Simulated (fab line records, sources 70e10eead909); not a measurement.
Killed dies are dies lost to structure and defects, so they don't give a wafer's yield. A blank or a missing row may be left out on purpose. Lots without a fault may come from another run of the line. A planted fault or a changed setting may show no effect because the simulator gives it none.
One fault seen from 2 desks | flow nand_harc | each desk has only its own numbers; what lay behind them comes last

THE TOOL OWNER'S DESK: arfi_scanner-01
The tool's own readings at NHARC_A_CHANNEL_HOLE_D1_EXPOSE_07 (exposes mask HOLE D1, target cd 100 nm): means of the sampled wafers that have a number, for each lot that ran on this tool. A lot is out of limits, marked OUT, if its mean lies more than 4 standard deviations from the usual mean; the brackets give that distance.
Columns: A = stage_vel_mm_s at NHARC_A_CHANNEL_HOLE_D1_EXPOSE_07, usual 500.07 mm/s
lot  | first seen here | A
L753 | day 9 07:47     | 500.11
L760 | day 12 03:43    | 500.10
L763 | day 13 13:15    | 499.95
L764 | day 14 11:02    | 499.69
L766 | day 14 12:44    | 499.94
L771 | day 16 19:40    | 500.47
L772 | day 17 04:06    | 500.15
This desk's finding: nothing out of limits on any of the 7 lots.

THE METROLOGY DESK
What the gauges read, lot by lot, whatever tool the lot ran on: means of the sampled wafers that have a number. A lot is out of limits, marked OUT, if its mean lies more than 4 standard deviations from the usual mean; the brackets give that distance.
Columns: A = thk_nm at NHARC_A_ONON_D1_THK_MEAS_27, usual 1003 nm; B = thk_nm at NHARC_A_ONON_D1_THK_MEAS_34, usual 199.7 nm; C = cd_nm at NHARC_A_CHANNEL_HOLE_D1_CD_MEAS_10, usual 100.0 nm
lot  | first seen here | A    | B     | C
L752 | day 8 16:10     | 1019 | 197.5 | 100.3
L753 | day 9 01:51     | 1012 | 196.9 | 99.1
L755 | day 10 01:27    | 996  | 196.7 | 100.2
L757 | day 11 01:04    | 1018 | 201.4 | 100.3
L759 | day 11 15:05    | 1000 | 199.6 | 99.6
L760 | day 11 21:44    | 1008 | 199.4 | 100.8
L763 | day 13 08:01    | 1013 | 199.6 | 101.0
L765 | day 14 07:10    | 1004 | 199.4 | 100.1
L764 | day 14 07:16    | 1026 | 203.4 | 100.8
L766 | day 14 07:28    | 997  | 195.8 | 101.3
L771 | day 16 13:42    | 1008 | 202.4 | 99.8
L772 | day 16 23:04    | 1015 | 201.6 | 100.5
L774 | day 17 22:46    | 995  | 198.4 | 100.1
This desk's finding: nothing out of limits on any of the 13 lots.

PUT TOGETHER
The tool owner's desk saw nothing out of limits.
The metrology desk saw nothing out of limits.

WHAT THE SIMULATOR HAD PUT IN
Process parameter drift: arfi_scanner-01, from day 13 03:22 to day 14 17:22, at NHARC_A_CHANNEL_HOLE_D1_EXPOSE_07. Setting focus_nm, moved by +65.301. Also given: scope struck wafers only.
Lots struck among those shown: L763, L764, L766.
